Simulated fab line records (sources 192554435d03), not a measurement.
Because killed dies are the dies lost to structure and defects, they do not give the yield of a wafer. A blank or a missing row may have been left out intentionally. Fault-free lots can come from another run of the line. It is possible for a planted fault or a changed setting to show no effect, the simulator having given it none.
fab line records ; flow n5-finfet
[record] lots = 10; wafers = 30; last-day = 19
route steps=1938 shown BEOL_M14@1749 BEOL_M15@1774 PASSIVATION@1936
lots with no fault: from the same line, run without faults
start-h: the number of hours between the record's first day and the start of the first shown wafer of the lot ; wait-h: time in hours since the lot's previous step ; " same as the row above ; L1.1+2: several wafers, shown together as one row ; - no value present, or no start provided ; * or withheld: withheld ; < > ~ a bound
route shown NAME@n: a module of which the file shows steps, and the number in the route of the first ; usual: the fault-free wafers' mean and standard deviation ; same: alike in all rows ; chamber/n: place in a boat ; sites: readings site by site ; _std_site: their standard deviation ; _edge_site: outer sites' mean less inner sites' ; radius-mm: for every site, how far away it sits from the centre of the wafer ; mask NAME#n: copy n ; behind: the tool/chamber that last shaped the wafer ; hold: what put the lot on hold/how long, in hours/how the hold closed ; device: whichever transistor did not switch (one of n, p or np) ; end of line: tests run on the same wafers once the route is complete ; a step given without rows: its recipe and nothing more ; killed: not the wafer's yield, but the dies lost to structure and defects at the first sort ; map: a wafer's dies, marking killed ones x, the rest . and places with no die _
set.NAME: setting as actually run; set.NAME@STEP: the setting as run at that earlier step ; model.NAME: the simulator's own value behind a step, which no gauge read
one table for each step of the route and one row for each wafer, over a sample of lots
services: from which hour (start-h, from the record's first day; less than 0 if before it) a tool's chamber was out of use, for how many hours, and why
[[steps]]
[step N5_BEOL_M14_DESCUM_33]
[recipe] chemistry = O2; time-s = 7.9; source-power-w = 50; bias-power-w = 20; pressure-mtorr = 20; rf-frequency-hz = 2.712e+07; temp-c = 40; o2-flow-sccm = 225
[usual] drypump-motor-current-A = 5.9/0.51; oes-product-au = 0.80/0.076; rf-fwd-power-W = 49.29/0.23; rf-vpp-V = 242.6/1.3; showerhead-plenum-p-Torr = 2.06/0.072; throttle-valve-pct = 20.41/0.19
lot.wafer;tool;chamber;start-h;wait-h;drypump-motor-current-A;oes-product-au;rf-fwd-power-W;rf-hours-counter-h;rf-vpp-V;showerhead-plenum-p-Torr;throttle-valve-pct
L603.1;rie-diel-03;2;266.16;0.0;6.7;0.81;49.75;84;241.9;2.11;20.57
L603.4;rie-diel-03;0;266.16;0.0;6.0;0.80;49.22;98;243.5;2.01;20.42
L603.6;rie-diel-03;0;266.16;0.0;6.0;0.80;49.37;-;240.6;2.01;20.41
L606.4;rie-diel-01;0;323.51;0.1;6.2;0.75;48.84;188;241.9;1.99;20.64
L606.5;rie-diel-01;1;323.51;0.1;6.4;0.80;49.14;-;242.5;2.03;20.16
L606.6;rie-diel-01;0;323.51;0.1;6.2;0.74;49.03;-;241.6;1.99;20.63
L610.1;rie-diel-03;3;359.23;0.0;5.6;0.90;49.06;26;243.7;2.14;20.63
L610.2;rie-diel-03;0;359.23;0.0;6.0;0.78;49.50;120;242.1;2.00;20.44
L610.6;rie-diel-03;2;359.23;0.0;6.7;0.79;49.64;-;243.1;2.10;20.61
L611.1;rie-diel-01;1;363.44;0.0;6.4;0.78;49.42;104;242.4;2.03;20.17
L611.3;rie-diel-01;3;363.44;0.0;5.1;0.71;49.48;224;240.0;1.90;20.33
L611.4;rie-diel-01;0;363.44;0.0;6.2;0.72;48.74;208;241.8;1.99;20.64
L620.2;rie-diel-03;1;416.04;0.1;6.5;0.78;49.20;110;243.7;2.11;20.30
L620.5;rie-diel-03;3;416.04;0.1;5.6;0.86;49.35;-;244.6;2.13;20.65
L620.6;rie-diel-03;2;416.04;0.1;6.7;0.77;49.67;-;243.0;2.10;20.63
L621.1;rie-diel-01;1;421.41;0.0;6.4;0.76;49.42;128;242.3;2.02;20.20
L621.2;rie-diel-01;3;421.41;0.0;5.2;0.69;49.62;248;240.0;1.89;20.35
L621.4;rie-diel-01;0;421.41;0.0;6.2;0.71;49.27;231;242.1;1.98;20.71
L622.2;rie-diel-05;0;428.79;0.0;5.3;0.76;49.22;132;243.2;2.08;20.25
L622.4;rie-diel-05;1;428.79;0.0;6.2;0.83;48.97;95;242.0;2.02;20.32
L622.6;rie-diel-05;1;428.79;0.0;6.2;0.82;49.13;-;242.6;2.02;20.32
L625.2;rie-diel-01;2;431.27;0.0;5.4;0.90;49.22;37;243.6;2.12;20.31
L625.5;rie-diel-01;2;431.27;0.0;5.4;0.90;49.11;-;243.2;2.12;20.31
L625.6;rie-diel-01;0;431.27;0.0;6.2;0.70;48.89;-;240.9;1.98;20.72
L623.1;rie-diel-01;0;431.85;0.2;6.2;0.70;49.06;236;240.9;1.98;20.70
L623.3;rie-diel-01;2;431.85;0.2;5.4;0.90;49.10;37;245.0;2.12;20.31
L623.4;rie-diel-01;2;431.85;0.2;5.4;0.89;49.01;-;243.3;2.12;20.30
L626.1;rie-diel-03;2;436.57;0.0;6.7;0.77;49.53;135;243.4;2.09;20.64
L626.5;rie-diel-03;3;436.57;0.0;5.6;0.85;49.29;-;243.3;2.13;20.69
L626.6;rie-diel-03;0;436.57;0.0;6.0;0.76;49.53;-;241.0;1.99;20.49
[step N5_BEOL_M14_TRENCH_ETCH_34]
[recipe] chemistry = C4F8/O2/Ar; target = SiO2; target-depth-a = 5566.5; mask-material = SOC; he-inner-torr = 15; he-outer-torr = 30; time-s = 126.9; ion-energy-ev = 800; pressure-mtorr = 20; source-w = 1905; bias-w = 2040; Ar_flow_sccm = 400; C4F8_flow_sccm = 16; O2_flow_sccm = 12
[usual] drypump-motor-current-A = 6.0/0.5; oes-product-au = 0.80/0.077; rf-fwd-power-W = 1897/5.6; rf-vpp-V = 2203/40; showerhead-plenum-p-Torr = 3.39/0.12; throttle-valve-pct = 30.92/0.25
lot.wafer;tool;chamber;start-h;wait-h;drypump-motor-current-A;oes-product-au;rf-fwd-power-W;rf-hours-counter-h;rf-vpp-V;showerhead-plenum-p-Torr;throttle-valve-pct
L603.1;rie-diel-03;2;266.61;0.0;6.7;0.82;1895;84;2161;3.49;31.23
L603.4;rie-diel-03;0;266.61;0.0;6.0;0.78;1900;98;2216;3.34;31.07
L603.6;rie-diel-03;0;266.61;0.0;6.0;0.79;1887;-;2216;3.34;31.09
L606.4;rie-diel-01;0;323.96;0.0;6.2;0.72;1901;188;2157;3.28;31.02
L606.5;rie-diel-01;1;323.96;0.0;6.4;0.79;1897;-;2172;3.34;30.60
L606.6;rie-diel-01;0;323.96;0.0;6.2;0.72;1892;-;2158;3.28;31.01
L610.1;rie-diel-03;3;359.68;0.0;5.6;0.89;1889;27;2274;3.51;31.18
L610.2;rie-diel-03;0;359.68;0.0;6.0;0.76;1897;120;2214;3.33;31.10
L610.6;rie-diel-03;2;359.68;0.0;6.8;0.79;1893;-;2161;3.48;31.24
L611.1;rie-diel-01;1;363.89;0.0;6.4;0.78;1900;104;2171;3.33;30.59
L611.3;rie-diel-01;3;363.89;0.0;5.1;0.70;1896;224;2200;3.12;30.45
L611.4;rie-diel-01;0;363.89;0.0;6.2;0.70;1894;208;2158;3.27;31.03
L620.2;rie-diel-03;1;416.49;0.0;6.5;0.79;1902;110;2178;3.46;30.70
L620.5;rie-diel-03;3;416.49;0.0;5.6;0.86;1900;-;2272;3.50;31.21
L620.6;rie-diel-03;2;416.49;0.0;6.7;0.78;1896;-;2161;3.47;31.30
L621.1;rie-diel-01;1;421.87;0.0;6.5;0.76;1895;128;2171;3.32;30.61
L621.2;rie-diel-01;3;421.87;0.0;5.1;0.68;1904;248;2199;3.11;30.49
L621.4;rie-diel-01;0;421.87;0.0;6.2;0.68;1895;231;2154;3.26;31.04
L622.2;rie-diel-05;0;429.25;0.0;5.4;0.77;1897;133;2176;3.48;31.14
L622.4;rie-diel-05;1;429.25;0.0;6.2;0.82;1898;96;2207;3.34;30.79
L622.6;rie-diel-05;1;429.25;0.0;6.2;0.81;1898;-;2207;3.34;30.79
L625.2;rie-diel-01;2;431.73;0.0;5.4;0.89;1886;37;2263;3.50;30.95
L625.5;rie-diel-01;2;431.73;0.0;5.4;0.90;1888;-;2263;3.50;30.95
L625.6;rie-diel-01;0;431.73;0.0;6.2;0.69;1887;-;2154;3.26;31.06
L623.1;rie-diel-01;0;432.31;0.0;6.2;0.68;1891;236;2154;3.26;31.04
L623.3;rie-diel-01;2;432.31;0.0;5.4;0.90;1899;38;2264;3.50;30.96
L623.4;rie-diel-01;2;432.31;0.0;5.4;0.90;1896;-;2262;3.50;30.94
L626.1;rie-diel-03;2;437.02;0.0;6.7;0.76;1902;135;2160;3.47;31.29
L626.5;rie-diel-03;3;437.02;0.0;5.6;0.85;1901;-;2270;3.50;31.19
L626.6;rie-diel-03;0;437.02;0.0;6.0;0.75;1901;-;2213;3.31;31.13
[step N5_BEOL_M15_THK_MEAS_01]
[recipe] reads = SiO2_of_BEOL_M15_ILD_DEP_00
[usual] M15_ILD_THK = 1636/22
lot.wafer;tool;chamber;start-h;wait-h;M15_ILD_THK[nm]
L603.1;film-metro-01;-;270.24;0.1;1602
L603.4;film-metro-01;-;270.24;0.1;1620
L603.6;film-metro-01;-;270.24;0.1;1601
L606.4;film-metro-01;-;328.04;0.0;1606
L606.5;film-metro-01;-;328.04;0.0;1632
L606.6;film-metro-01;-;328.04;0.0;1613
L610.1;film-metro-01;-;363.22;0.1;1606
L610.2;film-metro-01;-;363.22;0.1;1609
L610.6;film-metro-01;-;363.22;0.1;1627
L611.1;film-metro-02;-;368.17;0.1;1612
L611.3;film-metro-02;-;368.17;0.1;1604
L611.4;film-metro-02;-;368.17;0.1;1631
L620.2;film-metro-01;-;420.18;0.1;1647
L620.5;film-metro-01;-;420.18;0.1;1677
L620.6;film-metro-01;-;420.18;0.1;1688
L621.1;film-metro-02;-;426.75;0.1;1629
L621.2;film-metro-02;-;426.75;0.1;1637
L621.4;film-metro-02;-;426.75;0.1;1646
L622.2;film-metro-02;-;434.19;0.1;1637
L622.4;film-metro-02;-;434.19;0.1;1639
L622.6;film-metro-02;-;434.19;0.1;1672
L625.2;film-metro-01;-;434.70;0.1;1634
L625.5;film-metro-01;-;434.70;0.1;1642
L625.6;film-metro-01;-;434.70;0.1;1692
L623.1;film-metro-02;-;439.02;0.1;1649
L623.3;film-metro-02;-;439.02;0.1;1632
L623.4;film-metro-02;-;439.02;0.1;1662
L626.1;film-metro-01;-;441.61;0.1;1622
L626.5;film-metro-01;-;441.61;0.1;1655
L626.6;film-metro-01;-;441.61;0.1;1675
[step N5_BEOL_M15_COAT_58]
[recipe] resist = BARC; temp-c = 205; time-s = 60; spin-rpm = 1500; resist-thk-nm = 89
[usual] resist-line-temp-C = 23.00/0.11; spin-speed-rpm = 1500.1/0.88
lot.wafer;tool;chamber;start-h;wait-h;resist-line-temp-C;spin-speed-rpm
L603.1;litho-track-02;0;270.27;0.0;23.00;1500.3
L603.4;litho-track-02;0;270.27;0.0;23.26;1501.0
L603.6;litho-track-02;0;270.27;0.0;23.00;1500.0
L606.4;litho-track-02;0;328.07;0.0;23.15;1500.0
L606.5;litho-track-02;0;328.07;0.0;23.03;1500.8
L606.6;litho-track-02;0;328.07;0.0;23.18;1499.7
L610.1;litho-track-02;0;363.25;0.0;23.19;2243.6
L610.2;litho-track-02;0;363.25;0.0;22.91;2244.3
L610.6;litho-track-02;0;363.25;0.0;22.96;2242.1
L611.1;litho-track-02;0;368.20;0.0;22.89;2243.0
L611.3;litho-track-02;0;368.20;0.0;22.89;2243.7
L611.4;litho-track-02;0;368.20;0.0;22.98;2244.2
L620.2;litho-track-03;0;420.21;0.0;23.11;1498.3
L620.5;litho-track-03;0;420.21;0.0;22.99;1501.6
L620.6;litho-track-03;0;420.21;0.0;22.97;1501.5
L621.1;litho-track-01;0;426.78;0.0;22.78;1501.3
L621.2;litho-track-01;0;426.78;0.0;22.73;1499.8
L621.4;litho-track-01;0;426.78;0.0;23.01;1499.9
L622.2;litho-track-03;0;434.23;0.0;22.91;1499.4
L622.4;litho-track-03;0;434.23;0.0;22.89;1500.3
L622.6;litho-track-03;0;434.23;0.0;22.93;1499.6
L625.2;litho-track-03;0;434.73;0.0;23.06;1499.2
L625.5;litho-track-03;0;434.73;0.0;22.90;1501.2
L625.6;litho-track-03;0;434.73;0.0;23.24;1500.3
L623.1;litho-track-01;0;439.05;0.0;23.01;1501.4
L623.3;litho-track-01;0;439.05;0.0;22.93;1500.2
L623.4;litho-track-01;0;439.05;0.0;23.02;1500.0
L626.1;litho-track-03;0;441.64;0.0;23.00;1499.1
L626.5;litho-track-03;0;441.64;0.0;23.03;1499.3
L626.6;litho-track-03;0;441.64;0.0;23.05;1499.8
[step N5_PASSIVATION_PROBE_49]
[usual] defect-limited-yield = 90.9/1.4; killed_at_M0_to_M3 = 38/11; killed_at_M4_up = 13/5.9; killed-at-contacts = 14/6.4; killed-at-front-end = 38/11; killed-at-other = 3.3/2.5; killed-dies = 107/16; killed-open = 70/12; killed-short = 35/7.7; sort_bin_5_function = 5.3/0.94; sort_bin_6_memory = 3.5/0.7; sort_bin_8_speed = 0.00/0.007; sort-n-pass = 1073/16; sort-yield-pct = 90.9/1.4
[same] gross-dies = 1180; killed-at-back-side = 0; sort_bin_4_leakage[%] = 0
lot.wafer;tool;chamber;start-h;wait-h;defect-limited-yield[%];killed_at_M0_to_M3;killed_at_M4_up;killed-at-contacts;killed-at-front-end;killed-at-other;killed-dies;killed-open;killed-short;sort_bin_5_function[%];sort_bin_6_memory[%];sort_bin_8_speed[%];sort-n-pass;sort-yield-pct[%]
L620.2;prober-01;-;443.73;0.1;92.9;22;12;10;40;0;84;50;28;4.0;2.4;0;1096;92.9
L620.5;prober-01;-;443.88;0.2;92.5;25;6;9;44;5;89;61;26;4.7;2.8;0;1091;92.5
L620.6;prober-01;-;443.93;0.3;93.9;24;6;10;29;3;72;51;17;3.4;2.5;0;1108;93.9
// killed by level:class
L620.2 STI_FIN_REVEAL:geometric-particle:open=13 MOL_CONTACT_COAG:geometric-particle:open=7 BEOL_M0_SAQP:geometric-particle:short=7 BEOL_M0_SAQP:geometric-particle:open=6 STARTING-WAFER:geometric-particle:short=6 HKMG_FIN:area-etch=5 FIN_SAQP:geometric-particle:short=4 BEOL_M1:geometric-particle:open=4
L620.5 STI_FIN_REVEAL:geometric-particle:open=16 FIN_SAQP:geometric-particle:open=8 MOL_CONTACT_COAG:geometric-particle:open=7 FIN_SAQP:geometric-particle:short=6 BEOL_M0_SAQP:geometric-particle:short=6 BEOL_M1:geometric-particle:open=6 BEOL_M0_SAQP:geometric-particle:open=3 DUMMY_GATE:geometric-particle:open=3
L620.6 FIN_SAQP:geometric-particle:open=7 STI_FIN_REVEAL:geometric-particle:open=7 MOL_CONTACT_COAG:geometric-particle:open=7 BEOL_M1:geometric-particle:open=7 BEOL_M0_SAQP:geometric-particle:short=5 BEOL_M2:geometric-particle:open=5 FIN_SAQP:geometric-particle:short=3 DUMMY_GATE:geometric-particle:open=3
[[services]]
tool;chamber;start-h;hours;kind
litho-track-01;-;256.46;-;consumable-replace:filter
litho-track-02;-;279.12;-;consumable-replace:filter
rie-diel-03;-;322.81;14.6;pm
rie-diel-01;2;329.64;-;clean
rie-diel-01;2;329.64;-;consumable-replace:focus-ring
rie-diel-01;2;329.64;14.3;scheduled-down
rie-diel-01;2;329.64;14.3;vent-cycle
litho-track-02;-;331.79;-;consumable-replace:filter
rie-diel-01;1;341.15;22.0;repair
rie-diel-05;2;349.12;1.4;repair
rie-diel-05;2;372.64;-;clean
rie-diel-05;2;372.64;-;consumable-replace:focus-ring
rie-diel-05;2;372.64;15.4;scheduled-down
rie-diel-05;2;372.64;15.4;vent-cycle
rie-diel-05;3;395.52;5.8;repair
rie-diel-01;2;422.68;5.6;repair
rie-diel-01;3;428.27;-;clean
rie-diel-01;3;428.27;-;consumable-replace:focus-ring
rie-diel-01;3;428.27;-;consumable-replace:showerhead
rie-diel-01;3;428.27;18.9;scheduled-down
rie-diel-01;3;428.27;18.9;vent-cycle
[[key]]
[first-sign] step = N5_BEOL_M15_COAT_58; reading = spin-speed-rpm; direction = up; sigmas = 99+; usual = *; struck = *
effect none on later readings
met-at N5_BEOL_M15_COAT_58
struck-lots L610,L611
not-acting-at N5_BEOL_M14_DESCUM_33,N5_BEOL_M14_TRENCH_ETCH_34,N5_BEOL_M15_THK_MEAS_01
onset-between 328.07 363.25
[fault] kind = process-parameter-drift; tool = litho-track-02; chamber = -; onset-h = 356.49; steps = N5_BEOL_M15_COAT_58; channel = spin-rpm; offset = *; shape = step; end-h = 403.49; acts-in = *; stated = *
